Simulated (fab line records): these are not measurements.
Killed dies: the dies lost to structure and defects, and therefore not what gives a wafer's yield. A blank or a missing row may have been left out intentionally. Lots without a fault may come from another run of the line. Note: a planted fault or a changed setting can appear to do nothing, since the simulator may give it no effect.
Chamber matching ; flow nandHarc ; NHARC_A_M0_DESCUM_14 on rieDiel-09 has 4 sister chambers
The step chemistry O2, time 3 s. 20 wafers are shown with their chamber, then 10 later ones without.

WAFERS PAIRED WITH THEIR CHAMBERS
wafer;chamber;showerheadPlenumPTorr (Torr);drypumpMotorCurrentA (A);oesProductAu (a.u.)
L080.1;2;1.81;6.4;0.993
L080.3;1;1.98;5.1;0.991
L080.4;3;1.85;6.2;0.983
L080.2;0;1.83;5.2;0.985
L080.5;1;1.98;5.1;0.991
L080.6;2;1.81;6.4;0.996
L082.2;1;1.98;5.1;0.999
L082.3;0;1.83;5.1;1.000
L082.6;0;1.83;5.1;1.008
L085.2;1;1.98;5.1;1.006
L085.3;3;1.85;6.2;0.998
L085.4;2;1.80;6.4;0.999
L085.1;0;1.83;5.2;0.992
L085.5;2;1.80;6.4;0.989
L085.6;1;1.98;5.1;0.997
L087.1;1;1.98;5.1;1.004
L087.3;2;1.80;6.4;0.986
L087.6;3;1.85;6.2;0.990
L092.2;2;1.80;6.4;0.991
L092.3;0;1.83;5.2;0.993

SIGNATURES (averages over the wafers above)
reading;chamber 0;chamber 1;chamber 2;chamber 3;scatter within a chamber
showerheadPlenumPTorr;1.8300;1.9800;1.8033;1.8500;0.00289
drypumpMotorCurrentA;5.160;5.100;6.400;6.200;0.0274
oesProductAu;0.99560;0.99800;0.99233;0.99033;0.00675
Rule: a wafer's distance from a chamber is the root of the sum, over the readings, of the square of ((its reading less the chamber's mean) divided by the reading's scatter). The wafer belongs to the nearest chamber; if the next one is less than 2 further off, it can't be placed. The scatter: take each reading less its chamber's mean, square it, sum over the shown wafers, divide by the number of wafers less the number of chambers, and take the root.

WAFERS WITHOUT THEIR CHAMBER
wafer;showerheadPlenumPTorr (Torr);drypumpMotorCurrentA (A);oesProductAu (a.u.)
L092.6;1.80;6.4;0.985
L095.1;1.98;5.1;0.990
L095.2;1.85;6.2;0.990
L095.4;1.83;5.2;0.985
L097.1;1.80;6.4;1.002
L097.3;1.85;6.2;0.996
L097.4;1.83;5.2;0.994
L097.2;1.98;5.1;1.004
L097.5;1.83;5.2;1.000
L097.6;1.98;5.1;0.997

CHAMBER TAKEN BY EACH
wafer;from the rows above;in truth
L092.6;2;2
L095.1;1;1
L095.2;3;3
L095.4;0;0
L097.1;2;2
L097.3;3;3
L097.4;0;0
L097.2;1;1
L097.5;0;0
L097.6;1;1
Correct placement for 10 of the 10. Not placeable from these rows: 0. Wrongly placed: 0.
